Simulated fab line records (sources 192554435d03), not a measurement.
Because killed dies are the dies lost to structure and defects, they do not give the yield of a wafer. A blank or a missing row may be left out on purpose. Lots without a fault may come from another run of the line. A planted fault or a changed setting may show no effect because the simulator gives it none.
Split-lot experiment / flow n5Finfet / 7 lots, 39 wafers read, on a route of 1938 steps

SPLIT DETAILS
At N5_ZERO_LAYER_PECVD_02 (deposits SiO2 from SiH4/N2O, target thk 10 nm, time 6 s), the setting timeS was moved away from the recipe's 6 s on 15 of the 39 wafers read, by -30.9% to +57.6%. For the rest of the wafers, this setting stayed at what the recipe calls for.

Reading taken at the split's own step.

THE READING
SiO2_of_ZERO_LAYER_PECVD_02.thkNm (the simulator's own value, which no gauge read), in nm, at N5_ZERO_LAYER_PECVD_02 (deposits SiO2 from SiH4/N2O, target thk 10 nm, time 6 s). No usual value for it is given in the file. Across the 24 wafers here that went through the recipe, the average is 9.901 nm and the standard deviation 0.13 nm.

wafer=L074.1; tool, chamber at the split=pecvd-02, 0; timeS as run, s=6; against the recipe=recipe; SiO2_of_ZERO_LAYER_PECVD_02.thkNm, nm=9.632; against lot-mates on the recipe=-
wafer=L074.2; tool, chamber at the split=pecvd-02, 1; timeS as run, s=9.216; against the recipe=+53.6%; SiO2_of_ZERO_LAYER_PECVD_02.thkNm, nm=15.07; against lot-mates on the recipe=+5.263
wafer=L074.3; tool, chamber at the split=pecvd-02, 2; timeS as run, s=6; against the recipe=recipe; SiO2_of_ZERO_LAYER_PECVD_02.thkNm, nm=9.883; against lot-mates on the recipe=-
wafer=L074.4; tool, chamber at the split=pecvd-02, 0; timeS as run, s=6; against the recipe=recipe; SiO2_of_ZERO_LAYER_PECVD_02.thkNm, nm=9.907; against lot-mates on the recipe=-
wafer=L074.5; tool, chamber at the split=pecvd-02, 2; timeS as run, s=9.216; against the recipe=+53.6%; SiO2_of_ZERO_LAYER_PECVD_02.thkNm, nm=15.49; against lot-mates on the recipe=+5.683
wafer=L074.6; tool, chamber at the split=pecvd-02, 1; timeS as run, s=9.216; against the recipe=+53.6%; SiO2_of_ZERO_LAYER_PECVD_02.thkNm, nm=15.33; against lot-mates on the recipe=+5.523
wafer=L083.1; tool, chamber at the split=pecvd-01, 1; timeS as run, s=7.319; against the recipe=+22.0%; SiO2_of_ZERO_LAYER_PECVD_02.thkNm, nm=12.15; against lot-mates on the recipe=+2.235
wafer=L083.2; tool, chamber at the split=pecvd-01, 0; timeS as run, s=6; against the recipe=recipe; SiO2_of_ZERO_LAYER_PECVD_02.thkNm, nm=9.844; against lot-mates on the recipe=-
wafer=L083.3; tool, chamber at the split=pecvd-01, 0; timeS as run, s=6; against the recipe=recipe; SiO2_of_ZERO_LAYER_PECVD_02.thkNm, nm=9.946; against lot-mates on the recipe=-
wafer=L083.4; tool, chamber at the split=pecvd-01, 1; timeS as run, s=7.319; against the recipe=+22.0%; SiO2_of_ZERO_LAYER_PECVD_02.thkNm, nm=12.28; against lot-mates on the recipe=+2.365
wafer=L083.5; tool, chamber at the split=pecvd-01, 0; timeS as run, s=6; against the recipe=recipe; SiO2_of_ZERO_LAYER_PECVD_02.thkNm, nm=9.954; against lot-mates on the recipe=-
wafer=L083.6; tool, chamber at the split=pecvd-01, 1; timeS as run, s=7.319; against the recipe=+22.0%; SiO2_of_ZERO_LAYER_PECVD_02.thkNm, nm=12.11; against lot-mates on the recipe=+2.195
wafer=L084.1; tool, chamber at the split=pecvd-03, 2; timeS as run, s=6; against the recipe=recipe; SiO2_of_ZERO_LAYER_PECVD_02.thkNm, nm=9.704; against lot-mates on the recipe=-
wafer=L084.2; tool, chamber at the split=pecvd-03, 0; timeS as run, s=6; against the recipe=recipe; SiO2_of_ZERO_LAYER_PECVD_02.thkNm, nm=9.921; against lot-mates on the recipe=-
wafer=L084.3; tool, chamber at the split=pecvd-03, 1; timeS as run, s=6; against the recipe=recipe; SiO2_of_ZERO_LAYER_PECVD_02.thkNm, nm=9.928; against lot-mates on the recipe=-
wafer=L084.4; tool, chamber at the split=pecvd-03, 0; timeS as run, s=6; against the recipe=recipe; SiO2_of_ZERO_LAYER_PECVD_02.thkNm, nm=10.08; against lot-mates on the recipe=-
wafer=L084.5; tool, chamber at the split=pecvd-03, 1; timeS as run, s=6; against the recipe=recipe; SiO2_of_ZERO_LAYER_PECVD_02.thkNm, nm=10.17; against lot-mates on the recipe=-
wafer=L084.6; tool, chamber at the split=pecvd-03, 2; timeS as run, s=6; against the recipe=recipe; SiO2_of_ZERO_LAYER_PECVD_02.thkNm, nm=9.871; against lot-mates on the recipe=-
wafer=L094.1; tool, chamber at the split=pecvd-03, 0; timeS as run, s=9.455; against the recipe=+57.6%; SiO2_of_ZERO_LAYER_PECVD_02.thkNm, nm=15.43; against lot-mates on the recipe=+5.616
wafer=L094.2; tool, chamber at the split=pecvd-03, 1; timeS as run, s=6; against the recipe=recipe; SiO2_of_ZERO_LAYER_PECVD_02.thkNm, nm=9.831; against lot-mates on the recipe=-
wafer=L094.3; tool, chamber at the split=pecvd-03, 2; timeS as run, s=9.455; against the recipe=+57.6%; SiO2_of_ZERO_LAYER_PECVD_02.thkNm, nm=15.49; against lot-mates on the recipe=+5.676
wafer=L094.4; tool, chamber at the split=pecvd-03, 1; timeS as run, s=6; against the recipe=recipe; SiO2_of_ZERO_LAYER_PECVD_02.thkNm, nm=9.876; against lot-mates on the recipe=-
wafer=L094.5; tool, chamber at the split=pecvd-03, 0; timeS as run, s=9.455; against the recipe=+57.6%; SiO2_of_ZERO_LAYER_PECVD_02.thkNm, nm=15.7; against lot-mates on the recipe=+5.886
wafer=L094.6; tool, chamber at the split=pecvd-03, 2; timeS as run, s=6; against the recipe=recipe; SiO2_of_ZERO_LAYER_PECVD_02.thkNm, nm=9.735; against lot-mates on the recipe=-
wafer=L095.1; tool, chamber at the split=pecvd-03, 2; timeS as run, s=4.144; against the recipe=-30.9%; SiO2_of_ZERO_LAYER_PECVD_02.thkNm, nm=6.659; against lot-mates on the recipe=-3.321
wafer=L095.2; tool, chamber at the split=pecvd-03, 0; timeS as run, s=6; against the recipe=recipe; SiO2_of_ZERO_LAYER_PECVD_02.thkNm, nm=9.958; against lot-mates on the recipe=-
wafer=L095.3; tool, chamber at the split=pecvd-03, 1; timeS as run, s=6; against the recipe=recipe; SiO2_of_ZERO_LAYER_PECVD_02.thkNm, nm=10.02; against lot-mates on the recipe=-
wafer=L095.4; tool, chamber at the split=pecvd-03, 1; timeS as run, s=4.144; against the recipe=-30.9%; SiO2_of_ZERO_LAYER_PECVD_02.thkNm, nm=7.008; against lot-mates on the recipe=-2.972
wafer=L095.5; tool, chamber at the split=pecvd-03, 0; timeS as run, s=4.144; against the recipe=-30.9%; SiO2_of_ZERO_LAYER_PECVD_02.thkNm, nm=6.949; against lot-mates on the recipe=-3.031
wafer=L095.6; tool, chamber at the split=pecvd-03, 2; timeS as run, s=6; against the recipe=recipe; SiO2_of_ZERO_LAYER_PECVD_02.thkNm, nm=9.963; against lot-mates on the recipe=-
wafer=L096.2; tool, chamber at the split=pecvd-01, 2; timeS as run, s=6; against the recipe=recipe; SiO2_of_ZERO_LAYER_PECVD_02.thkNm, nm=9.971; against lot-mates on the recipe=-
wafer=L096.3; tool, chamber at the split=pecvd-01, 1; timeS as run, s=6; against the recipe=recipe; SiO2_of_ZERO_LAYER_PECVD_02.thkNm, nm=9.822; against lot-mates on the recipe=-
wafer=L096.4; tool, chamber at the split=pecvd-01, 2; timeS as run, s=6; against the recipe=recipe; SiO2_of_ZERO_LAYER_PECVD_02.thkNm, nm=9.929; against lot-mates on the recipe=-
wafer=L097.1; tool, chamber at the split=pecvd-03, 2; timeS as run, s=6; against the recipe=recipe; SiO2_of_ZERO_LAYER_PECVD_02.thkNm, nm=9.674; against lot-mates on the recipe=-
wafer=L097.2; tool, chamber at the split=pecvd-03, 1; timeS as run, s=7.976; against the recipe=+32.9%; SiO2_of_ZERO_LAYER_PECVD_02.thkNm, nm=13.17; against lot-mates on the recipe=+3.280
wafer=L097.3; tool, chamber at the split=pecvd-03, 0; timeS as run, s=7.976; against the recipe=+32.9%; SiO2_of_ZERO_LAYER_PECVD_02.thkNm, nm=13.13; against lot-mates on the recipe=+3.240
wafer=L097.4; tool, chamber at the split=pecvd-03, 0; timeS as run, s=6; against the recipe=recipe; SiO2_of_ZERO_LAYER_PECVD_02.thkNm, nm=10.15; against lot-mates on the recipe=-
wafer=L097.5; tool, chamber at the split=pecvd-03, 2; timeS as run, s=6; against the recipe=recipe; SiO2_of_ZERO_LAYER_PECVD_02.thkNm, nm=9.846; against lot-mates on the recipe=-
wafer=L097.6; tool, chamber at the split=pecvd-03, 1; timeS as run, s=7.976; against the recipe=+32.9%; SiO2_of_ZERO_LAYER_PECVD_02.thkNm, nm=13.26; against lot-mates on the recipe=+3.370

FIT RESULTS
A straight line over all 39 wafers: SiO2_of_ZERO_LAYER_PECVD_02.thkNm changes by +0.0992 nm for each +1% of timeS; r = +1.00; the points scatter about the line by 0.14 nm.
The same after taking each lot's own level away (the mean of its wafers on the recipe; 39 wafers): +0.101 nm for each +1%; r = +1.00; scatter 0.13 nm.
Per that fit: largest timeS move, reading shift of 5.8 nm.
The span of the lots' own levels, 9.8073 to 9.9803 nm, comes to 1.3 times the standard deviation stated above.
Hence the lot-to-lot level has little effect on the slope; both slopes agree.
Check: with one of the wafers moved furthest among these (+57.6%) left out of the fit, the line predicts +5.83 nm for it against its lot-mates. It came out at +5.62 nm against them.

THE FILE'S OWN FIT
SiO2_of_ZERO_LAYER_PECVD_02.thkNm changes by +0.101 nm for each +1% of timeS, r = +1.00.
